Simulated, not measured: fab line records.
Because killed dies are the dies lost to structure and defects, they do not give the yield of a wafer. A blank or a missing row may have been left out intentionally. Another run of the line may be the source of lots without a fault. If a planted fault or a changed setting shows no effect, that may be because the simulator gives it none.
fab line records	flow n5-finfet
record lots=4	wafers=12	last-day=18
route steps=1938 shown FIN_SAQP@135 FIN_CUT@154 STI_FIN_REVEAL@196 BEOL_M4@1111 PASSIVATION@1936
lots untouched by any fault: they come from a run of this same line in which no faults occurred
start-h: hours from the record's opening day to when the first of the lot's shown wafers began	wait-h: hours since the lot's step before	" unchanged from the row above	L1.1+2: one row covering several wafers at once	- no value, or no start was given	* or withheld: withheld	< > ~ a bound
route shown NAME@n: names a module that has steps shown in the file, with the first one's number in the route	usual: mean/standard deviation of fault-free wafers	same: alike in all rows	chamber/n: place in a boat	sites: the reading at each site	_std_site: standard deviation across them	_edge_site: outer sites' mean less inner sites'	radius-mm: for every site, how far away it sits from the centre of the wafer	mask NAME#n: copy n	behind: the tool/chamber that last shaped the wafer	hold: what put the lot on hold/how long, in hours/how the hold closed	device: which transistor (n, p or np) failed to switch	end of line: tests of these same wafers at the route's end	a step given without rows: its recipe and nothing more	killed: dies lost to structure and defects at the first sort, not the wafer's yield	map: per-die view of a wafer (x killed, . not killed, _ where there is no die)
set.NAME: the run value of the setting; set.NAME@STEP: its run value at that earlier step	model.NAME: the simulator's own value behind a step, which no gauge read
certain route steps with their lots: each step a table, each wafer a row
services: from which hour (start-h, from the record's first day; less than 0 if before it) a tool's chamber was out of use, for how many hours, and why
## steps
# step N5_FIN_SAQP_ETCH_67
# recipe chemistry=CH3F/O2	target=SiNx	target-depth-a=300	mask-material=SOC	pressure-mtorr=30	source-w=395	bias-w=73	Ar_flow_sccm=150	CH3F_flow_sccm=30	O2_flow_sccm=20	ion-energy-ev=120
# step N5_FIN_SAQP_STRIP_70
# recipe chemistry=N2/H2	power-w=500	temp-c=40	pressure-mtorr=50	rf-frequency-hz=6e+07	overash-fraction=0.3	bias-power-w=28	h2-frac=0.5	n2-flow-sccm=300	h2-flow-sccm=300
# step N5_FIN_SAQP_RECESS_71
# recipe chemistry=HF/NH3	target=SiO2	target-depth-a=30	afs-cycles=1	temp-c=30	sublimation-temp-c=180	sublimation-time-s=60
# step N5_FIN_SAQP_SPACER2_ALD_28
# recipe material=SiO2	target-thk-a=81	temp-c=300	ald-precursor-family=BDEAS	ald-co-reactant=O2-plasma	pulse-time-s=1	purge-time-s=2	co-reactant-purge-time-s=2	pressure-torr=2
# step N5_FIN_SAQP_SPACER2_ETCHBACK_29
# recipe chemistry=CHF3/O2	mode=anisotropic-etchback	target=SiO2	target-depth-a=122	time-s=6.1	pressure-mtorr=30	source-w=650	bias-w=170	Ar_flow_sccm=200	CHF3_flow_sccm=50	O2_flow_sccm=5	ion-energy-ev=200
# step N5_FIN_SAQP_MANDREL2_REMOVE_60
# recipe chemistry=HBr/Cl2/O2	bt-time-s=10	target=a-Si	stop-on=SiNx	endpoint=OES-SiCl	over-etch-frac=1	icp-w=600	bias-w=22	HBr_flow_sccm=150	Cl2_flow_sccm=80	O2_flow_sccm=5	pressure-mtorr=10
# step N5_FIN_SAQP_HM_OPEN_33
# recipe chemistry=CH3F/O2	target=SiNx	mask-material=SiO2	target-depth-a=494	time-s=70.6	pressure-mtorr=30	source-w=395	bias-w=73	Ar_flow_sccm=150	CH3F_flow_sccm=30	O2_flow_sccm=20	ion-energy-ev=120	ends=cleared
# step N5_FIN_SAQP_ETCH_34
# recipe chemistry=C4F6/O2	target=SiO2	target-depth-a=450	time-s=15	ion-energy-ev=250	pressure-mtorr=30	source-w=345	bias-w=185	Ar_flow_sccm=300	C4F6_flow_sccm=10	O2_flow_sccm=10	ends=cleared
# step N5_FIN_SAQP_STRIP_77
# recipe chemistry=N2/H2	time-s=90	power-w=100	temp-c=40	pressure-mtorr=100	rf-frequency-hz=6e+07	bias-power-w=3	n2-flow-sccm=300	h2-flow-sccm=300
# step N5_FIN_SAQP_ETCH_64
# recipe chemistry=CF4	target=SiO2	target-depth-a=15	ion-energy-ev=350	pressure-mtorr=10	icp-w=800	bias-w=400	cf4-flow-sccm=80
# step N5_FIN_SAQP_FIN_ETCH_36
# recipe chemistry=HBr/Cl2/O2	target-depth-a=1200	mask-material=SiNx	time-s=50.4	bias-w=102	pressure-mtorr=10	icp-w=800	HBr_flow_sccm=150	Cl2_flow_sccm=80	O2_flow_sccm=12
# usual bias-w=102.0/0.3	drypump-motor-current-A=5.7/0.42	mfc-cl2-sccm=80.01/0.25	oes_o_777_au=1.01/0.036	oes-product-au=1.002/0.019	rf-fwd-power-W=796.4/2.6	throttle-valve-pct=35.92/0.19
# same time-s=50.4
lot.wafer	tool	chamber	start-h	wait-h	bias-w	drypump-motor-current-A	mfc-cl2-sccm	oes_o_777_au	oes-product-au	rf-fwd-power-W	rf-hours-counter-h	throttle-valve-pct	model.FIN_SAQP.feature-depth-nm	model.etch.depth-nm	model.SiNx_of_FIN_SAQP_HM_DEP_03.thk-nm
L654.2	rie-si-04	3	88.44	0.0	102.0	5.7	80.21	0.96	0.992	795.9	190	35.87	118.6	118.6	21.2
L654.4	"	0	"	"	102.3	5.7	80.06	0.96	0.980	794.5	43	35.95	117.8	117.7	22.2
L654.6	"	3	"	"	101.8	5.7	80.51	0.97	0.980	794.5	-	35.86	118.2	118.3	21.8
L659.1	rie-si-04	2	115.50	0.0	101.8	5.9	80.13	0.52	0.886	605.8	68	35.85	104	104	21.2
L659.4	"	0	"	"	101.8	5.7	79.09	0.50	0.896	603.1	44	36.08	103.4	103.4	22
L659.6	"	2	"	"	102.7	5.9	80.18	0.51	0.882	607.5	-	35.87	102.8	102.9	22
L660.2	rie-si-04	2	124.08	0.0	102.2	5.9	79.94	0.52	0.886	604.4	68	35.86	104	104.1	21.4
L660.3	"	1	"	"	102.6	5.2	79.61	0.58	0.930	611.0	84	36.03	106.4	106.4	21.6
L660.5	"	3	"	"	102.5	5.7	79.97	0.52	0.920	606.8	-	36.01	104.8	104.9	22
L663.3	rie-si-05	3	142.52	0.0	102.3	5.8	79.85	1.03	1.012	791.6	146	36.27	118.2	118.2	20.8
L663.5	"	0	"	"	102.0	5.5	79.52	0.98	0.989	795.9	-	35.55	118.4	118.3	20.6
L663.6	"	1	"	"	101.4	6.5	79.93	1.01	1.000	798.7	-	35.91	120.4	120.3	20.2
# step N5_FIN_SAQP_PRECLEAN_38
# recipe chemistry=O3/DIW	time-s=45	temp-c=22	o3-ppm=10
# step N5_FIN_SAQP_PRECLEAN_45
# recipe chemistry=dHF	time-s=10	dilution=500:1	temp-c=25
# step N5_FIN_SAQP_SRD_39
# recipe dry=ipa-marangoni	time-s=30	temp-c=23	rinse-liquid=diw
# step N5_FIN_SAQP_OCD_MEAS_76
# usual trench-depth-nm=119.6/1.3
lot.wafer	tool	chamber	start-h	wait-h	trench-depth-nm
L654.2	ocd-02	-	88.66	0.0	118.3
L654.4	"	-	"	"	117.8
L654.6	"	-	"	"	118.0
L659.1	ocd-02	-	115.72	0.0	104.4
L659.4	"	-	"	"	103.5
L659.6	"	-	"	"	102.4
L660.2	ocd-01	-	124.30	0.0	104.5
L660.3	"	-	"	"	106.2
L660.5	"	-	"	"	104.9
L663.3	ocd-02	-	142.75	0.0	118.1
L663.5	"	-	"	"	118.7
L663.6	"	-	"	"	120.4
# step N5_FIN_CUT_COAT_18
# recipe resist=SOC	temp-c=250	time-s=60	spin-rpm=1500	resist-thk-nm=230
# step N5_FIN_CUT_COAT_19
# recipe resist=SiARC	temp-c=220	time-s=60	spin-rpm=1500	resist-thk-nm=20
# step N5_FIN_CUT_COAT_29
# recipe resist=underlayer	temp-c=205	time-s=60	spin-rpm=1500	resist-thk-nm=10
# step N5_FIN_CUT_COAT_02
# recipe resist=CAR-EUV	spin-rpm=1500	resist-thk-nm=30
# step N5_FIN_CUT_EBR_04
# recipe solvent=PGMEA	ebr-width-mm=1.5
# step N5_FIN_CUT_SOFTBAKE_03
# recipe temp-c=110	time-s=60	resist=CAR-EUV
# step N5_FIN_CUT_EXPOSE_05
# recipe mask-id=FIN_CUT	na=0.33	source-shape=annular	sigma-inner=0.35	sigma-outer=0.8	polarization=unpolarized	dose-mj=45.75
# step N5_FIN_CUT_PEB_06
# recipe peb-temp-c=100	peb-time-s=60	resist=CAR-EUV
# step N5_FIN_CUT_DEVELOP_07
# recipe develop-time-s=30	developer=TMAH	resist=CAR-EUV	rinse-liquid=surfactant-rinse	dry=air-spin	dev-temp-c=23
# step N5_FIN_CUT_DESCUM_13
# recipe chemistry=O2	time-s=7	source-power-w=50	bias-power-w=20	pressure-mtorr=20	rf-frequency-hz=2.712e+07	temp-c=40	resist=CAR-EUV	o2-flow-sccm=225
# step N5_FIN_CUT_ETCH_30
# recipe chemistry=N2/H2	target=underlayer	target-depth-a=130	mask-material=CAR-EUV	time-s=10.4	ion-energy-ev=200	pressure-mtorr=30	source-w=840	bias-w=150	n2-flow-sccm=200	h2-flow-sccm=200	ends=cleared
# step N5_FIN_CUT_ETCH_20
# recipe chemistry=CF4	target=SiARC	target-depth-a=260	mask-material=CAR-EUV	time-s=43.3	ion-energy-ev=80	pressure-mtorr=40	source-w=545	bias-w=36	Ar_flow_sccm=100	cf4-flow-sccm=100	ends=cleared
# step N5_FIN_CUT_ETCH_21
# recipe chemistry=N2/H2	target=SOC	target-depth-a=2190	overetch-a=438	mask-material=SiARC	temp-c=40	ion-energy-ev=100	bias-w=61	time-s=523.5	pressure-mtorr=30	source-w=850	n2-flow-sccm=200	h2-flow-sccm=200
# step N5_FIN_CUT_STRIP_23
# recipe chemistry=N2/H2	temp-c=40	n2-flow-sccm=200	h2-flow-sccm=200	rf-frequency-hz=6e+07
# step N5_FIN_CUT_STRIP_31
# recipe chemistry=N2/H2	temp-c=40	n2-flow-sccm=200	h2-flow-sccm=200	rf-frequency-hz=6e+07
# step N5_FIN_CUT_STRIP_24
# recipe chemistry=CF4	resist=SiARC	power-w=300	bias-power-w=75	pressure-mtorr=50	cf4-flow-sccm=150	rf-frequency-hz=6e+07
# step N5_FIN_CUT_CUT_ETCH_26
# recipe chemistry=CH3F/O2	target=SiNx	target-depth-a=390	mask-material=SOC	time-s=55.7	pressure-mtorr=30	source-w=395	bias-w=73	Ar_flow_sccm=150	CH3F_flow_sccm=30	O2_flow_sccm=20	ion-energy-ev=120
# step N5_FIN_CUT_CUT_ETCH_27
# recipe chemistry=CHF3/O2	target=SiO2	target-depth-a=40	mask-material=SOC	overetch-a=20	time-s=4.9	pressure-mtorr=30	source-w=650	bias-w=170	Ar_flow_sccm=200	CHF3_flow_sccm=50	O2_flow_sccm=5	ion-energy-ev=200
# step N5_FIN_CUT_PRECLEAN_35
# recipe time-s=13.3	temp-c=45	pressure-torr=125	p-hf-torr=3	p-coreactant-torr=25	chemistry=vHF
# step N5_FIN_CUT_CUT_ETCH_15
# recipe chemistry=HBr/Cl2/O2	target=Si	target-depth-a=1000	bt-time-s=10	mask-material=SOC	time-s=42.4	ion-energy-ev=*	bias-w=*	pressure-mtorr=10	icp-w=800	HBr_flow_sccm=150	Cl2_flow_sccm=80	O2_flow_sccm=12
# step N5_STI_FIN_REVEAL_RECESS_09
# recipe chemistry=HF/NH3	target=SiO2	afs-cycles=11	target-depth-a=425	temp-c=30	sublimation-temp-c=180	sublimation-time-s=60
# usual drypump-motor-current-A=5.8/0.63
lot.wafer	tool	chamber	start-h	wait-h	drypump-motor-current-A	model.SiNx_of_FIN_SAQP_HM_DEP_03.thk-nm
L654.2	vapor-etch-02	1	96.46	0.0	6.0	18.4
L654.4	"	0	"	"	4.8	19.2
L654.6	"	0	"	"	4.8	18.8
L659.1	vapor-etch-02	1	123.93	0.0	6.0	18.2
L659.4	"	0	"	"	4.8	19.2
L659.6	"	1	"	"	6.1	19
L660.2	vapor-etch-02	0	131.75	0.0	4.8	18.4
L660.3	"	1	"	"	6.1	18.8
L660.5	"	1	"	"	6.1	19
L663.3	vapor-etch-02	0	150.69	0.6	4.8	17.8
L663.5	"	0	"	"	4.8	17.6
L663.6	"	1	"	"	6.1	17.4
# step N5_BEOL_M4_RC_MEAS_101
# usual DIBL_N=36.6/1.1	DIBL_P=36.7/1.5	IOFF_N=0.155/0.019	IOFF_P=0.208/0.025	ION_N=673/8.5	ION_P=462/5.9	SS_N=71.6/0.58	SS_P=73.5/0.51	VT_N=250.7/2.4	VT_P=-251/3
lot.wafer	tool	chamber	start-h	wait-h	DIBL_N[mV/V]	DIBL_P[mV/V]	IOFF_N[nA/um]	IOFF_P[nA/um]	ION_N[uA/um]	ION_P[uA/um]	SS_N[mV/dec]	SS_P[mV/dec]	VT_N[mV]	VT_P[mV]
L654.2	prober-01	0	284.57	0.2	36.9	35.8	0.125	0.190	654	455	72.0	73.4	253.1	-252
L654.4	"	0	"	"	36.3	35.4	0.116	0.184	645	448	70.8	73.1	254.3	-251
L654.6	"	0	"	"	36.6	36.0	0.129	0.199	664	460	70.9	72.9	253.0	-251
L659.1	prober-01	0	315.76	0.0	37.5	40.5	0.212	0.274	686	469	72.3	73.9	244.4	-246
L659.4	"	0	"	"	38.3	40.5	0.229	0.274	690	468	72.5	74.6	244.0	-245
L659.6	"	0	"	"	37.6	39.6	0.216	0.262	686	473	72.1	74.4	243.7	-246
L663.3	prober-01	0	320.67	0.3	36.9	36.6	0.157	0.196	680	460	71.1	73.9	254.0	-253
L663.5	"	0	"	"	37.4	37.3	0.157	0.196	681	454	72.0	74.3	250.8	-250
L663.6	"	0	"	"	37.0	36.2	0.145	0.187	663	457	71.2	72.8	251.4	-253
L660.2	prober-02	0	322.34	0.2	36.9	37.6	0.147	0.193	674	463	71.9	73.8	249.4	-253
L660.3	"	0	"	"	36.0	35.7	0.129	0.165	670	455	71.6	72.9	254.8	-256
L660.5	"	0	"	"	36.7	36.7	0.142	0.177	667	454	72.4	73.8	252.4	-256
# step N5_PASSIVATION_PROBE_49
# usual defect-limited-yield=91.2/1.4	killed_at_M0_to_M3=36/11	killed_at_M4_up=14/5.6	killed-at-contacts=12/5.9	killed-at-front-end=38/13	killed-at-other=3.5/2.7	killed-dies=104/17	killed-open=68/12	killed-short=34/8.2	sort_bin_5_function=5.1/0.95	sort_bin_6_memory=3.3/0.7	sort_bin_8_speed=0.00/0.007	sort-n-pass=1076/17	sort-yield-pct=91.2/1.4
# same gross-dies=1180	killed-at-back-side=0	sort_bin_4_leakage[%]=0
lot.wafer	tool	chamber	start-h	wait-h	defect-limited-yield[%]	killed_at_M0_to_M3	killed_at_M4_up	killed-at-contacts	killed-at-front-end	killed-at-other	killed-dies	killed-open	killed-short	sort_bin_5_function[%]	sort_bin_6_memory[%]	sort_bin_8_speed[%]	sort-n-pass	sort-yield-pct[%]
L660.2	prober-01	-	429.88	0.1	92.6	34	10	7	36	0	87	55	31	4.4	2.5	0	1093	92.6
L660.3	prober-01	-	429.93	0.1	91.9	32	20	7	33	3	95	57	36	4.7	3.3	0	1085	91.9
L660.5	prober-01	-	430.03	0.2	93.6	29	7	12	26	2	76	44	30	3.6	2.5	0	1104	93.6
L659.4	prober-02	-	432.81	0.2	90.1	52	8	11	37	9	117	74	41	4.6	4.5	0	1063	90.1
L663.3	prober-01	-	437.60	0.1	90.8	36	20	1	51	1	109	64	39	5.0	3.6	0	1071	90.8
L663.5	prober-01	-	437.70	0.2	88.0	63	17	12	50	0	142	95	44	6.9	4.9	0	1038	88.0
L663.6	prober-01	-	437.75	0.3	92.5	25	10	16	37	1	89	52	32	4.2	2.9	0	1091	92.5
# killed by level:class
L660.2 FIN_SAQP:geometric-particle:short=8 FIN_SAQP:geometric-particle:open=7 BEOL_M0_SAQP:geometric-particle:short=7 BEOL_M0_SAQP:geometric-particle:open=7 BEOL_M2:geometric-particle:open=7 BEOL_M1:geometric-particle:open=6 DUMMY_GATE:geometric-particle:open=5 MOL_CONTACT_COAG:geometric-particle:open=5
L660.3 BEOL_M0_SAQP:geometric-particle:short=9 DUMMY_GATE:geometric-particle:open=8 BEOL_M2:geometric-particle:open=7 BEOL_M5:geometric-particle:open=6 FIN_SAQP:geometric-particle:open=5 MOL_CONTACT_COAG:geometric-particle:open=5 BEOL_M0_SAQP:geometric-particle:open=5 BEOL_M1:geometric-particle:short=5
L660.5 MOL_CONTACT_COAG:geometric-particle:open=8 BEOL_M1:geometric-particle:short=8 BEOL_M1:geometric-particle:open=7 FIN_SAQP:geometric-particle:short=5 DUMMY_GATE:geometric-particle:open=4 MOL_CONTACT_COAG:geometric-particle:short=4 BEOL_M2:geometric-particle:open=4 FIN_SAQP:geometric-particle:open=3
L659.4 BEOL_M1:geometric-particle:open=14 BEOL_M0_SAQP:geometric-particle:short=10 MOL_CONTACT_COAG:geometric-particle:open=9 BEOL_M2:geometric-particle:open=9 FIN_SAQP:geometric-particle:short=8 STI_FIN_REVEAL:geometric-particle:open=8 BEOL_M0_SAQP:geometric-particle:open=8 FIN_SAQP:geometric-particle:open=6
L663.3 FIN_SAQP:geometric-particle:open=13 FIN_SAQP:geometric-particle:short=13 BEOL_M4:geometric-particle:open=11 STI_FIN_REVEAL:geometric-particle:open=9 BEOL_M0_SAQP:geometric-particle:short=9 BEOL_M3:geometric-particle:open=9 BEOL_M1:geometric-particle:open=7 STI_FIN_REVEAL:geometric-particle:short=4
L663.5 BEOL_M0_SAQP:geometric-particle:open=15 FIN_SAQP:geometric-particle:open=12 BEOL_M2:geometric-particle:open=12 FIN_SAQP:geometric-particle:short=10 BEOL_M1:geometric-particle:open=9 STI_FIN_REVEAL:geometric-particle:open=8 MOL_CONTACT_COAG:geometric-particle:open=8 BEOL_M0_SAQP:geometric-particle:short=8
L663.6 FIN_SAQP:geometric-particle:open=18 FIN_SAQP:geometric-particle:short=14 MOL_CONTACT_COAG:geometric-particle:open=9 MOL_CONTACT_COAG:geometric-particle:short=6 BEOL_M0_SAQP:geometric-particle:open=6 BEOL_M2:geometric-particle:open=5 BEOL_M0_SAQP:geometric-particle:short=4 BEOL_M3:geometric-particle:open=4
## services
tool	chamber	start-h	hours	kind
rie-si-05	1	99.73	1.3	repair
rie-si-04	0	136.53	12.0	repair
## key
first-sign step=N5_FIN_SAQP_FIN_ETCH_36	reading=rf-fwd-power-W	direction=down	sigmas=72	usual=*	struck=*
effect step=N5_FIN_SAQP_FIN_ETCH_36	reading=oes_o_777_au	direction=down	sigmas=13	usual=1.01	struck=0.53
effect step=N5_FIN_SAQP_OCD_MEAS_76	reading=trench-depth-nm	direction=down	sigmas=12	usual=119.6	struck=104.3
model-effect step=N5_FIN_SAQP_FIN_ETCH_36	value=FIN_SAQP.feature-depth-nm	without=118.6	struck=104.2
model-effect step=N5_STI_FIN_REVEAL_RECESS_09	value=SiNx_of_FIN_SAQP_HM_DEP_03.thk-nm	without=17.93	struck=18.77
met-at N5_FIN_SAQP_FIN_ETCH_36
struck-wafers L659.1,L659.4,L659.6,L660.2,L660.3,L660.5
onset-between 88.44 115.50
fault kind=process-parameter-drift	tool=rie-si-04	chamber=-	onset-h=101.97	steps=N5_FIN_SAQP_FIN_ETCH_36	channel=icp-w	offset=-192	shape=step	end-h=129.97	acts-in=these-recipes-only	stated=800
